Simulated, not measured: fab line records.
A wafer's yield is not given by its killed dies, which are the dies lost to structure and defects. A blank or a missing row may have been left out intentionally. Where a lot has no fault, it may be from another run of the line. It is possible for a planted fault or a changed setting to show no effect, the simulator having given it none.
Chamber matching / flow n5_finfet / 4 sister chambers for N5_BEOL_M2_STRIP_36 on rie_diel-02
The step strips in N2/H2. 20 wafers are shown with their chamber, then 10 later ones without.

== EACH WAFER AND ITS CHAMBER ==
wafer=L074.1; chamber=3; drypump_motor_current_A (A)=5.3; throttle_valve_pct (%)=23.79; showerhead_plenum_p_Torr (Torr)=2.58
wafer=L074.4; chamber=2; drypump_motor_current_A (A)=5.6; throttle_valve_pct (%)=23.68; showerhead_plenum_p_Torr (Torr)=2.69
wafer=L074.5; chamber=0; drypump_motor_current_A (A)=6.8; throttle_valve_pct (%)=23.08; showerhead_plenum_p_Torr (Torr)=2.40
wafer=L076.3; chamber=1; drypump_motor_current_A (A)=5.9; throttle_valve_pct (%)=23.42; showerhead_plenum_p_Torr (Torr)=2.41
wafer=L076.4; chamber=0; drypump_motor_current_A (A)=6.8; throttle_valve_pct (%)=23.08; showerhead_plenum_p_Torr (Torr)=2.40
wafer=L076.6; chamber=3; drypump_motor_current_A (A)=5.4; throttle_valve_pct (%)=23.75; showerhead_plenum_p_Torr (Torr)=2.58
wafer=L083.1; chamber=0; drypump_motor_current_A (A)=6.8; throttle_valve_pct (%)=23.12; showerhead_plenum_p_Torr (Torr)=2.39
wafer=L083.4; chamber=2; drypump_motor_current_A (A)=5.6; throttle_valve_pct (%)=23.71; showerhead_plenum_p_Torr (Torr)=2.69
wafer=L083.5; chamber=0; drypump_motor_current_A (A)=6.8; throttle_valve_pct (%)=23.11; showerhead_plenum_p_Torr (Torr)=2.39
wafer=L086.1; chamber=1; drypump_motor_current_A (A)=5.9; throttle_valve_pct (%)=23.44; showerhead_plenum_p_Torr (Torr)=2.40
wafer=L086.3; chamber=2; drypump_motor_current_A (A)=5.6; throttle_valve_pct (%)=23.70; showerhead_plenum_p_Torr (Torr)=2.68
wafer=L086.5; chamber=0; drypump_motor_current_A (A)=6.8; throttle_valve_pct (%)=23.12; showerhead_plenum_p_Torr (Torr)=2.39
wafer=L088.1; chamber=3; drypump_motor_current_A (A)=5.3; throttle_valve_pct (%)=23.80; showerhead_plenum_p_Torr (Torr)=2.57
wafer=L088.2; chamber=2; drypump_motor_current_A (A)=5.6; throttle_valve_pct (%)=23.70; showerhead_plenum_p_Torr (Torr)=2.68
wafer=L088.5; chamber=1; drypump_motor_current_A (A)=5.9; throttle_valve_pct (%)=23.45; showerhead_plenum_p_Torr (Torr)=2.40
wafer=L089.3; chamber=1; drypump_motor_current_A (A)=5.9; throttle_valve_pct (%)=23.45; showerhead_plenum_p_Torr (Torr)=2.40
wafer=L089.4; chamber=3; drypump_motor_current_A (A)=5.3; throttle_valve_pct (%)=23.77; showerhead_plenum_p_Torr (Torr)=2.57
wafer=L089.5; chamber=2; drypump_motor_current_A (A)=5.6; throttle_valve_pct (%)=23.70; showerhead_plenum_p_Torr (Torr)=2.68
wafer=L091.1; chamber=3; drypump_motor_current_A (A)=5.3; throttle_valve_pct (%)=23.84; showerhead_plenum_p_Torr (Torr)=2.57
wafer=L091.2; chamber=0; drypump_motor_current_A (A)=6.8; throttle_valve_pct (%)=22.89; showerhead_plenum_p_Torr (Torr)=2.71

SIGNATURES (averages over the wafers above)
reading=drypump_motor_current_A; chamber 0=6.800; chamber 1=5.900; chamber 2=5.600; chamber 3=5.320; scatter within a chamber=0.0224
reading=throttle_valve_pct; chamber 0=23.0667; chamber 1=23.4400; chamber 2=23.6980; chamber 3=23.7900; scatter within a chamber=0.0529
reading=showerhead_plenum_p_Torr; chamber 0=2.4467; chamber 1=2.4025; chamber 2=2.6840; chamber 3=2.5740; scatter within a chamber=0.0723
Rule: for each reading, subtract the chamber's mean from the wafer's reading, divide by that reading's scatter and square the result; add these up over the readings and take the root, which gives the wafer's distance from the chamber. The wafer belongs to the nearest chamber; if the next one is less than 2 further off, it can't be placed. The scatter is the square root of a quotient: the sum, over the shown wafers, of each reading's squared deviation from its chamber's mean, divided by wafers minus chambers.

== WAFERS WITH NO CHAMBER GIVEN ==
wafer=L091.4; drypump_motor_current_A (A)=5.9; throttle_valve_pct (%)=23.46; showerhead_plenum_p_Torr (Torr)=2.40
wafer=L092.2; drypump_motor_current_A (A)=5.3; throttle_valve_pct (%)=23.83; showerhead_plenum_p_Torr (Torr)=2.56
wafer=L092.4; drypump_motor_current_A (A)=5.9; throttle_valve_pct (%)=23.46; showerhead_plenum_p_Torr (Torr)=2.39
wafer=L092.5; drypump_motor_current_A (A)=6.8; throttle_valve_pct (%)=22.90; showerhead_plenum_p_Torr (Torr)=2.71
wafer=L093.1; drypump_motor_current_A (A)=5.6; throttle_valve_pct (%)=23.74; showerhead_plenum_p_Torr (Torr)=2.68
wafer=L093.4; drypump_motor_current_A (A)=5.9; throttle_valve_pct (%)=23.47; showerhead_plenum_p_Torr (Torr)=2.39
wafer=L093.5; drypump_motor_current_A (A)=6.8; throttle_valve_pct (%)=22.87; showerhead_plenum_p_Torr (Torr)=2.71
wafer=L096.3; drypump_motor_current_A (A)=5.3; throttle_valve_pct (%)=23.82; showerhead_plenum_p_Torr (Torr)=2.56
wafer=L096.4; drypump_motor_current_A (A)=6.8; throttle_valve_pct (%)=22.86; showerhead_plenum_p_Torr (Torr)=2.71
wafer=L096.5; drypump_motor_current_A (A)=5.4; throttle_valve_pct (%)=23.86; showerhead_plenum_p_Torr (Torr)=2.56

== WHICH CHAMBER EACH ONE RAN IN ==
wafer=L091.4; from the rows above=1; in truth=1
wafer=L092.2; from the rows above=3; in truth=3
wafer=L092.4; from the rows above=1; in truth=1
wafer=L092.5; from the rows above=0; in truth=0
wafer=L093.1; from the rows above=2; in truth=2
wafer=L093.4; from the rows above=1; in truth=1
wafer=L093.5; from the rows above=0; in truth=0
wafer=L096.3; from the rows above=3; in truth=3
wafer=L096.4; from the rows above=0; in truth=0
wafer=L096.5; from the rows above=3; in truth=3
10 of 10 placed correctly. Can't be placed from these rows: 0. 0 placed wrongly.
